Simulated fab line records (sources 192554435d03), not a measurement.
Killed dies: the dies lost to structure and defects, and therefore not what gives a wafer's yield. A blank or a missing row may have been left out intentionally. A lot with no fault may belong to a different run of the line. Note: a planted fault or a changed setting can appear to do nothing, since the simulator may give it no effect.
fab line records	flow n5_finfet
record: lots: 7	wafers: 39
route steps=1938 shown ZERO_LAYER@4 FIN_SAQP@130 SD_EPI_N@279 MOL_CONTACT_COAG@542 BEOL_M2@841 BEOL_M3@1018 BEOL_M5@1129 BEOL_M8@1336
start_h: hours from the record's first day to the start of the lot's first wafer shown	wait_h: time in hours since the lot's previous step	" same as the row above	L1.1+2: a single row standing in for several wafers	- either no value or no given start	* or withheld: withheld	< > ~ a bound
route shown NAME@n: names a module that has steps shown in the file, with the first one's number in the route	usual: mean and standard deviation over wafers with no fault	same: alike in all rows	chamber/n: place in a boat	sites: the reading at each site	_std_site: standard deviation across them	_edge_site: outer sites' mean less inner sites'	radius_mm: how far each site lies from the wafer's centre	mask NAME#n: copy n	behind: the tool/chamber that last shaped the wafer	hold: why the lot was held/for how many hours/how that ended	device: whichever transistor did not switch (one of n, p or np)	end of line: at the end of the route, the tests of the same wafers	for a step that has no rows: nothing shown but its recipe	killed: dies that structure and defects cost at the first sort, which is not the same as the wafer's yield	map: shows each die of a wafer: x if killed, . if not, _ if none is there
set.NAME: the setting that was run; set.NAME@STEP: the one run at that earlier step	model.NAME: the simulator's own value behind a step, which no gauge read
lots run with intentionally changed settings; tables by step, rows by wafer
== steps ==
step: N5_ZERO_LAYER_PECVD_02
recipe: material: SiO2	target_thk_a: 100	temp_c: 400	precursor: SiH4/N2O	pressure_torr: 0.75	rf_w: 275	time_s: 6
lot.wafer	tool	chamber	start_h	wait_h	set.time_s	model.SiO2_of_ZERO_LAYER_PECVD_02.thk_nm
L075.1	pecvd-03	2	18.28	0.0	6	9.965
L075.2	"	1	"	"	6	9.922
L075.3	"	0	"	"	6	10.24
L075.4	"	0	"	"	6	10.36
L075.5	"	1	"	"	6	9.97
L075.6	"	2	"	"	6	10.34
L084.2	pecvd-04	1	72.28	0.0	6	9.606
L084.4	"	1	"	"	6	9.914
L084.6	"	0	"	"	6	9.894
L086.1	pecvd-01	2	84.29	0.0	8.505	14.22
L086.2	"	0	"	"	8.505	14.36
L086.3	"	1	"	"	6	10.04
L086.4	"	1	"	"	6	10.32
L086.5	"	0	"	"	8.505	14.37
L086.6	"	2	"	"	6	10.14
L089.1+2	pecvd-03	2,0	102.28	0.0	8.702	14.62
L089.3	"	1	"	"	8.702	14.52
L089.4	"	2	"	"	6	10.18
L089.5	"	0	"	"	6	10.16
L089.6	"	1	"	"	6	10.07
L090.1	pecvd-01	2	108.28	0.0	8.93	14.72
L090.2	"	0	"	"	8.93	14.8
L090.3	"	1	"	"	8.93	14.62
L090.4	"	2	"	"	6	10.07
L090.5	"	1	"	"	6	10.08
L090.6	"	0	"	"	6	10.3
L092.1	pecvd-03	1	120.28	0.0	6	9.859
L092.2	"	0	"	"	8.559	14.36
L092.3	"	2	"	"	6	10.14
L092.4	"	2	"	"	8.559	14.45
L092.5	"	1	"	"	6	10.13
L092.6	"	0	"	"	8.559	14.44
L094.1	pecvd-04	0	132.30	0.0	5.064	8.294
L094.2	"	2	"	"	5.064	8.219
L094.3	"	1	"	"	6	9.84
L094.4	"	0	"	"	6	9.93
L094.5	"	2	"	"	5.064	8.174
L094.6	"	1	"	"	6	10.1
step: N5_FIN_SAQP_ETCH_65
recipe: chemistry: CF4	target: SiO2	target_depth_a: 40	ion_energy_ev: 350	time_s: 4.4	pressure_mtorr: 10	icp_w: 800	bias_w: 400	cf4_flow_sccm: 80
lot.wafer	tool	chamber	start_h	wait_h	set.time_s	model.etch.depth_nm
L075.1	rie_si-06	1	30.73	0.1	4.4	3.945
L075.2	"	2	"	"	4.4	4.018
L075.3	"	0	"	"	4.4	3.995
L075.4	"	3	"	"	4.4	3.923
L075.5	"	0	"	"	4.4	3.935
L075.6	"	3	"	"	4.4	3.894
L084.2	rie_si-04	2	87.21	0.1	4.4	4.181
L084.4	"	0	"	"	4.4	3.887
L084.6	"	2	"	"	4.4	4.129
L086.1	rie_si-06	1	97.56	0.1	4.4	3.988
L086.2	"	2	"	"	4.4	3.991
L086.3	"	0	"	"	5.162	4.596
L086.4	"	3	"	"	5.162	4.634
L086.5	"	0	"	"	5.162	4.611
L086.6	"	3	"	"	4.4	3.946
L089.1	rie_si-05	2	116.66	0.1	5.962	5.204
L089.2	"	0	"	"	4.4	3.894
L089.3	"	3	"	"	4.4	4.072
L089.4	"	1	"	"	5.962	5.404
L089.5	"	1	"	"	4.4	3.985
L089.6	"	2	"	"	5.962	5.216
L090.1	rie_si-05	2	122.18	0.1	5.366	4.707
L090.2	"	1	"	"	4.4	4.051
L090.3	"	0	"	"	5.366	4.823
L090.4	"	3	"	"	5.366	5.037
L090.5	"	0	"	"	4.4	3.942
L090.6	"	1	"	"	4.4	4.063
L092.1	rie_si-04	0	134.98	0.1	6.199	5.533
L092.2	"	3	"	"	4.4	3.964
L092.3	"	1	"	"	6.199	5.666
L092.4	"	2	"	"	6.199	5.888
L092.5	"	2	"	"	4.4	4.192
L092.6	"	3	"	"	4.4	3.924
L094.1	rie_si-04	3	143.94	0.1	4.4	3.956
L094.2	"	1	"	"	6.484	5.912
L094.3	"	2	"	"	6.484	6.146
L094.4	"	0	"	"	6.484	5.794
L094.5	"	3	"	"	4.4	3.913
L094.6	"	2	"	"	4.4	4.188
step: N5_SD_EPI_N_ETCH_16
recipe: chemistry: CHF3/O2	target: SiO2	target_depth_a: 50	mask_material: SOC	pressure_mtorr: 30	source_w: 650	bias_w: 170	Ar_flow_sccm: 200	CHF3_flow_sccm: 50	O2_flow_sccm: 5	ion_energy_ev: 200
lot.wafer	tool	chamber	start_h	wait_h	set.target_depth_a	model.etch.depth_nm	model.SiARC_of_SD_EPI_N_COAT_33.thk_nm
L075.1	rie_diel-02	1	55.33	0.1	37.32	3.801	13.2
L075.2	"	3	"	"	50	5.101	12
L075.3	"	0	"	"	37.32	3.71	13.8
L075.4	"	0	"	"	50	4.981	12.6
L075.5	"	1	"	"	50	5.048	12.4
L075.6	"	3	"	"	37.32	3.802	12.8
L084.2	rie_diel-01	0	114.84	0.1	50	5.022	12.2
L084.4	"	2	"	"	50	5.065	12.4
L084.6	"	0	"	"	50	5.03	12.4
L086.1	rie_diel-04	2	122.96	0.1	60.27	6.024	11.4
L086.2	"	3	"	"	60.27	6.025	11.8
L086.3	"	1	"	"	60.27	6.036	11.4
L086.4	"	0	"	"	50	5.059	12
L086.5	"	0	"	"	50	5.094	12
L086.6	"	3	"	"	50	4.95	12.4
L089.1	rie_diel-01	2	141.60	0.1	50	5.031	12.8
L089.2	"	3	"	"	50	5.046	12.6
L089.3	"	0	"	"	64.55	6.485	11.4
L089.4	"	1	"	"	50	4.992	12.4
L089.5	"	0	"	"	64.55	6.517	11.4
L089.6	"	3	"	"	64.55	6.453	12
L090.1	rie_diel-04	1	147.19	0.1	38.68	3.807	13.6
L090.2	"	0	"	"	50	5.123	12.4
L090.3	"	2	"	"	38.68	3.822	13.4
L090.4	"	3	"	"	50	4.943	12.6
L090.5	"	1	"	"	38.68	3.813	13.6
L090.6	"	0	"	"	50	5.088	12.4
L092.1	rie_diel-01	3	159.38	0.1	50	4.947	12.6
L092.2	"	0	"	"	50	4.993	12.4
L092.3	"	1	"	"	50	4.932	12.4
L092.4	"	2	"	"	50	4.971	12.6
L092.5	"	0	"	"	50	4.969	12.4
L092.6	"	1	"	"	50	4.962	12.4
L094.1	rie_diel-04	1	168.99	0.1	38.7	3.85	13.2
L094.2	"	2	"	"	50	5.037	12.2
L094.3	"	0	"	"	38.7	3.977	12.6
L094.4	"	3	"	"	38.7	3.851	13.2
L094.5	"	2	"	"	50	5.055	12.2
L094.6	"	3	"	"	50	5.016	12.2
step: N5_MOL_CONTACT_COAG_PRECLEAN_111
recipe: chemistry: NF3:NH3	afs_cycles: 1	temp_c: 30	time_s: 20	sublimation_temp_c: 180	sublimation_time_s: 60	pressure_torr: 3	rf_power_w: 30
lot.wafer	tool	chamber	start_h	wait_h	set.time_s	model.SiNx_of_SPACER0_ALD_07.thk_nm
L075.1+2+5	remote_plasma-02	1	94.76	0.2	20	1.2
L075.3+4+6	"	1	"	"	20	1
L084.2	remote_plasma-02	1	154.33	0.2	20	1
L084.4+6	"	1	"	"	20	1.2
L086.1+2+3+4+5	remote_plasma-01	1	161.60	0.2	20	1
L086.6	"	1	"	"	20	1.2
L089.1+2+5	remote_plasma-01	0	181.74	0.3	20	1
L089.3+4+6	"	0	"	"	16.84	1.2
L090.1+2+4	remote_plasma-02	0	184.28	0.2	20	1.2
L090.3+5	"	0	"	"	31.46	0.6
L090.6	"	0	"	"	31.46	0.8
L094.1+2+5+6	remote_plasma-01	1	209.53	0.7	20	1.2
L094.3+4	"	1	"	"	20	1
L092.1+4+5	remote_plasma-02	1	209.57	1.8	20	1
L092.2+3+6	"	1	"	"	14.55	1.4
step: N5_BEOL_M2_ILD_DEP_00
recipe: material: SiOC	target_thk_a: 790	temp_c: 350	precursor: DEMS/O2	pressure_torr: 5	rf_w: 500	time_s: 15.3
lot.wafer	tool	chamber	start_h	wait_h	set.target_thk_a	model.SiOC_of_BEOL_M2_ILD_DEP_00.thk_nm
L075.1	pecvd-02	2	142.12	0.0	790	78.8
L075.2	"	1	"	"	790	79
L075.3	"	0	"	"	467.4	48
L075.4	"	1	"	"	467.4	47.4
L075.5	"	2	"	"	790	80.4
L075.6	"	0	"	"	467.4	48.4
L084.2	pecvd-01	2	196.23	0.0	790	79.2
L084.4	"	2	"	"	790	81.2
L084.6	"	0	"	"	790	80
L086.1	pecvd-02	1	214.48	0.0	790	79.6
L086.2	"	2	"	"	790	78.6
L086.3	"	0	"	"	790	80.4
L086.4	"	0	"	"	790	80.8
L086.5	"	2	"	"	790	81.4
L086.6	"	1	"	"	790	80
L089.1	pecvd-02	2	223.43	0.0	1081	107.8
L089.2	"	1	"	"	1081	108.2
L089.3	"	0	"	"	1081	108.6
L089.4	"	2	"	"	790	80.2
L089.5+6	"	1,0	"	"	790	80.8
L090.1	pecvd-02	1	224.88	0.0	478	47.6
L090.2	"	2	"	"	478	47.4
L090.3	"	0	"	"	790	79.8
L090.4	"	0	"	"	790	80.8
L090.5	"	2	"	"	478	49.6
L090.6	"	1	"	"	790	80.6
L094.1+2	pecvd-04	0,1	251.88	0.0	790	77
L094.3	"	2	"	"	790	78.4
L094.4+6	"	0,1	"	"	790	78.2
L094.5	"	2	"	"	790	79
L092.1	pecvd-02	2	264.65	0.0	1007	100.4
L092.2+3	"	1,0	"	"	1007	100.6
L092.4	"	1	"	"	790	79.6
L092.5	"	0	"	"	790	80.8
L092.6	"	2	"	"	790	80.4
step: N5_BEOL_M2_THK_MEAS_01
recipe: reads: SiOC_of_BEOL_M2_ILD_DEP_00
usual: M2_ILD_THK: 79.7/1.2
lot.wafer	tool	chamber	start_h	wait_h	set.target_thk_a@BEOL_M2_ILD_DEP_00	M2_ILD_THK[nm]
L075.1	film_metro-01	-	142.19	0.0	790	78.9
L075.2	"	-	"	"	790	79.0
L075.3	"	-	"	"	467.4	48.0
L075.4	"	-	"	"	467.4	47.3
L075.5	"	-	"	"	790	80.4
L075.6	"	-	"	"	467.4	48.4
L084.2	film_metro-01	-	196.30	0.1	790	79.2
L084.4	"	-	"	"	790	81.1
L084.6	"	-	"	"	790	79.9
L086.1	film_metro-01	-	214.54	0.0	790	79.6
L086.2	"	-	"	"	790	78.6
L086.3	"	-	"	"	790	80.4
L086.4	"	-	"	"	790	80.8
L086.5	"	-	"	"	790	81.5
L086.6	"	-	"	"	790	79.9
L089.1	film_metro-02	-	223.50	0.0	1081	107.9
L089.2	"	-	"	"	1081	108.1
L089.3	"	-	"	"	1081	108.6
L089.4	"	-	"	"	790	80.2
L089.5	"	-	"	"	790	80.8
L089.6	"	-	"	"	790	80.8
L090.1	film_metro-02	-	224.95	0.0	478	47.7
L090.2	"	-	"	"	478	47.4
L090.3	"	-	"	"	790	79.8
L090.4	"	-	"	"	790	80.8
L090.5	"	-	"	"	478	49.5
L090.6	"	-	"	"	790	80.7
L094.1	film_metro-01	-	251.94	0.0	790	77.1
L094.2	"	-	"	"	790	76.9
L094.3	"	-	"	"	790	78.3
L094.4	"	-	"	"	790	78.2
L094.5	"	-	"	"	790	79.0
L094.6	"	-	"	"	790	78.3
L092.1	film_metro-02	-	264.72	0.0	1007	100.5
L092.2	"	-	"	"	1007	100.6
L092.3	"	-	"	"	1007	100.6
L092.4	"	-	"	"	790	79.7
L092.5	"	-	"	"	790	80.7
L092.6	"	-	"	"	790	80.4
step: N5_BEOL_M3_DEP_57
recipe: material: SiCN	target_thk_a: 80	temp_c: withheld	precursor: 3MS/NH3	pressure_torr: 3	rf_w: 202	time_s: 14
lot.wafer	tool	chamber	start_h	wait_h	set.time_s	model.SiCN_of_BEOL_M3_DEP_57.thk_nm
L075.1	pecvd-03	2	165.69	0.0	14	7.6
L075.2	"	1	"	"	14	7.8
L075.3+5	"	0,2	"	"	19.75	11
L075.4	"	0	"	"	14	8
L075.6	"	1	"	"	19.75	11.2
L084.2	pecvd-02	2	217.36	0.0	14	8
L084.4+6	"	1,0	"	"	14	8.2
L086.1+6	pecvd-02	2	234.96	0.0	14	8
L086.2	"	1	"	"	10.99	6.2
L086.3+5	"	0,1	"	"	10.99	6.4
L086.4	"	0	"	"	14	8.2
L089.1	pecvd-03	0	254.32	0.0	20.13	11.6
L089.2	"	2	"	"	14	8
L089.3	"	1	"	"	14	7.8
L089.4	"	2	"	"	14	8.2
L089.5+6	"	0,1	"	"	20.13	11.8
L090.1	pecvd-01	2	255.05	0.0	10.06	5.6
L090.2+4+5	"	1,2,1	"	"	14	8
L090.3+6	"	0	"	"	10.06	5.8
L094.1+5	pecvd-03	0,1	299.32	0.0	17.4	10
L094.2+4+6	"	1,0,2	"	"	14	8.2
L094.3	"	2	"	"	17.4	10.2
L092.1	pecvd-03	0	302.34	0.0	14	7.8
L092.2	"	1	"	"	6.153	3.4
L092.3+4	"	2,1	"	"	14	8
L092.5	"	2	"	"	6.153	3.8
L092.6	"	0	"	"	6.153	3.6
step: N5_BEOL_M5_DESCUM_16
recipe: chemistry: O2	time_s: 7	source_power_w: 50	bias_power_w: 20	pressure_mtorr: 20	rf_frequency_hz: 2.712e+07	temp_c: 40	resist: CAR-EUV	o2_flow_sccm: 225
lot.wafer	tool	chamber	start_h	wait_h	set.time_s	model.CAR-EUV_of_BEOL_M5_COAT_05.thk_nm
L075.1+4	rie_diel-03	0,1	181.54	0.0	7	26.2
L075.2	"	3	"	"	11.2	24
L075.3+6	"	2,3	"	"	11.2	23.8
L075.5	"	2	"	"	7	26
L084.2+4+6	rie_diel-05	1,3,1	238.11	0.2	7	26
L086.1	rie_diel-06	1	249.87	0.4	5.171	26.8
L086.2+5	"	2	"	"	7	26.2
L086.3+4	"	3,0	"	"	5.171	27
L086.6	"	3	"	"	7	26
L089.1+4+5	rie_diel-03	0,3,2	275.20	3.8	7	26.2
L089.2+3+6	"	2,1,1	"	"	4.559	27.4
L090.1	rie_diel-03	1	276.47	4.3	7	26.4
L090.2	"	0	"	"	4.024	27.8
L090.3+5	"	2	"	"	4.024	27.6
L090.4+6	"	3	"	"	7	26.2
L094.1+5+6	rie_diel-06	2,3,0	311.61	0.2	5.334	27
L094.2+3+4	"	0,3,1	"	"	7	26.2
L092.1+4+6	rie_diel-06	2,0,3	317.38	0.0	3.312	27.8
L092.2+3+5	"	1,3,0	"	"	7	26
step: N5_BEOL_M8_HM_DEP_02
recipe: material: TiN	target_thk_a: 200	temp_c: 25	chamber_pressure_pa: 0.49996
lot.wafer	tool	chamber	start_h	wait_h	set.target_thk_a	model.TiN_of_BEOL_M8_HM_DEP_02.thk_nm
L075.1	pvd_sputter-03	-	209.06	1.8	200	20
L075.2+6	"	-	"	"	200	19.8
L075.3	"	-	"	"	162.9	16
L075.4	"	-	"	"	162.9	16.4
L075.5	"	-	"	"	162.9	16.2
L084.2	pvd_sputter-02	-	268.16	0.7	200	20.6
L084.4	"	-	"	"	200	20
L084.6	"	-	"	"	200	20.2
L086.1+4	pvd_sputter-03	-	290.31	3.9	200	20.2
L086.2+3+6	"	-	"	"	200	20
L086.5	"	-	"	"	200	19.8
L089.1	pvd_sputter-01	-	307.59	1.3	200	20.4
L089.2+4	"	-	"	"	200	20
L089.3+5+6	"	-	"	"	200	20.2
L090.1+6	pvd_sputter-02	-	310.70	1.0	200	19.6
L090.2+3+5	"	-	"	"	200	20.2
L090.4	"	-	"	"	200	20
L092.1+5	pvd_sputter-03	-	355.28	0.4	108.4	11.2
L092.2+6	"	-	"	"	200	20.2
L092.3	"	-	"	"	108.4	11.4
L092.4	"	-	"	"	200	20.4
L094.1+5	pvd_sputter-02	-	358.64	1.8	200	20.2
L094.2+3+4+6	"	-	"	"	200	20
step: N5_BEOL_M8_COAT_59
recipe: resist: SOC	temp_c: 250	time_s: 60	spin_rpm: 1500	resist_thk_nm: 100
step: N5_BEOL_M8_COAT_60
recipe: resist: SiARC	temp_c: 220	time_s: 60	spin_rpm: 1500	resist_thk_nm: 35
step: N5_BEOL_M8_STRIP_68
recipe: chemistry: N2/H2	temp_c: 40	n2_flow_sccm: 200	h2_flow_sccm: 200	rf_frequency_hz: 6e+07
step: N5_BEOL_M8_STRIP_67
recipe: chemistry: CF4	resist: SiARC	power_w: 300	bias_power_w: 75	pressure_mtorr: 50	cf4_flow_sccm: 150	rf_frequency_hz: 6e+07
step: N5_BEOL_M8_HM_OPEN_17
recipe: chemistry: Cl2/BCl3	target_depth_a: 200	overetch_a: 60	target: TiN	mask_material: SOC	ion_energy_ev: 150	pressure_mtorr: 10	icp_w: 1000	bias_w: 126	Cl2_flow_sccm: 53.25	bcl3_flow_sccm: 21.75	Ar_flow_sccm: 25
usual: oes_product_au: 0.70/0.087
lot.wafer	tool	chamber	start_h	wait_h	set.target_thk_a@BEOL_M8_HM_DEP_02	oes_product_au	model.etch.depth_nm
L075.1	rie_metal-01	1	209.98	0.0	200	0.66	19.91
L075.2	"	0	"	"	200	0.65	19.84
L075.3	"	1	"	"	162.9	0.59	16.06
L075.4	"	0	"	"	162.9	0.59	16.35
L075.5	"	1	"	"	162.9	0.59	16.14
L075.6	"	0	"	"	200	0.65	19.82
L084.2	rie_metal-01	1	268.93	0.0	200	0.66	20.66
L084.4	"	0	"	"	200	0.65	20.01
L084.6	"	0	"	"	200	0.64	20.28
L086.1	rie_metal-01	1	291.18	0.0	200	0.65	20.11
L086.2	"	0	"	"	200	0.64	19.94
L086.3	"	0	"	"	200	0.64	19.97
L086.4	"	1	"	"	200	0.65	20.22
L086.5	"	0	"	"	200	0.63	19.84
L086.6	"	1	"	"	200	0.64	20
L089.1	rie_metal-01	0	308.42	0.0	200	0.64	20.44
L089.2	"	1	"	"	200	0.64	20.09
L089.3	"	1	"	"	200	0.65	20.16
L089.4	"	0	"	"	200	0.64	20.09
L089.5	"	0	"	"	200	0.64	20.23
L089.6	"	1	"	"	200	0.65	20.21
L090.1	rie_metal-02	0	311.70	0.0	200	0.76	19.69
L090.2	"	1	"	"	200	0.83	20.2
L090.3	"	0	"	"	200	0.77	20.27
L090.4	"	1	"	"	200	0.82	19.92
L090.5	"	1	"	"	200	0.83	20.26
L090.6	"	0	"	"	200	0.76	19.68
L092.1	rie_metal-02	0	356.69	0.0	108.4	0.57	11.12
L092.2	"	1	"	"	200	0.80	20.11
L092.3	"	0	"	"	108.4	0.57	11.39
L092.4	"	1	"	"	200	0.80	20.34
L092.5	"	0	"	"	108.4	0.57	11.29
L092.6	"	1	"	"	200	0.80	20.21
L094.1	rie_metal-03	1	359.50	0.0	200	0.68	20.15
L094.2	"	0	"	"	200	0.71	19.93
L094.3	"	0	"	"	200	0.71	20.02
L094.4	"	1	"	"	200	0.67	19.94
L094.5	"	1	"	"	200	0.67	20.12
L094.6	"	0	"	"	200	0.71	20.1
== key ==
split: step: N5_ZERO_LAYER_PECVD_02	setting: time_s	stated: 6	by: wafer
response: step: N5_ZERO_LAYER_PECVD_02	reading: model.SiO2_of_ZERO_LAYER_PECVD_02.thk_nm	change: +0.0986	per: 1%	r: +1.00
split: step: N5_FIN_SAQP_ETCH_65	setting: time_s	stated: 4.4	by: wafer
response: step: N5_FIN_SAQP_ETCH_65	reading: model.etch.depth_nm	change: +0.0394	per: 1%	r: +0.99
split: step: N5_SD_EPI_N_ETCH_16	setting: target_depth_a	stated: 50	by: wafer
response: step: N5_SD_EPI_N_ETCH_16	reading: model.etch.depth_nm	change: +0.0508	per: 1%	r: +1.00
response: step: N5_SD_EPI_N_ETCH_16	reading: model.SiARC_of_SD_EPI_N_COAT_33.thk_nm	change: -0.0366	per: 1%	r: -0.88
split: step: N5_MOL_CONTACT_COAG_PRECLEAN_111	setting: time_s	stated: 20	by: wafer
response: step: N5_MOL_CONTACT_COAG_PRECLEAN_111	reading: model.SiNx_of_SPACER0_ALD_07.thk_nm	change: -0.0104	per: 1%	r: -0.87
split: step: N5_BEOL_M2_ILD_DEP_00	setting: target_thk_a	stated: 790	by: wafer
response: step: N5_BEOL_M2_ILD_DEP_00	reading: model.SiOC_of_BEOL_M2_ILD_DEP_00.thk_nm	change: +0.774	per: 1%	r: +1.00
response: step: N5_BEOL_M2_THK_MEAS_01	reading: M2_ILD_THK	change: +0.774	per: 1%	r: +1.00
split: step: N5_BEOL_M3_DEP_57	setting: time_s	stated: 14	by: wafer
response: step: N5_BEOL_M3_DEP_57	reading: model.SiCN_of_BEOL_M3_DEP_57.thk_nm	change: +0.08	per: 1%	r: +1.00
split: step: N5_BEOL_M5_DESCUM_16	setting: time_s	stated: 7	by: wafer
response: step: N5_BEOL_M5_DESCUM_16	reading: model.CAR-EUV_of_BEOL_M5_COAT_05.thk_nm	change: -0.0349	per: 1%	r: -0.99
split: step: N5_BEOL_M8_HM_DEP_02	setting: target_thk_a	stated: 200	by: wafer
response: step: N5_BEOL_M8_HM_DEP_02	reading: model.TiN_of_BEOL_M8_HM_DEP_02.thk_nm	change: +0.197	per: 1%	r: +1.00
response: step: N5_BEOL_M8_HM_OPEN_17	reading: oes_product_au	change: +0.00481	per: 1%	r: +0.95
response: step: N5_BEOL_M8_HM_OPEN_17	reading: model.etch.depth_nm	change: +0.196	per: 1%	r: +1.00
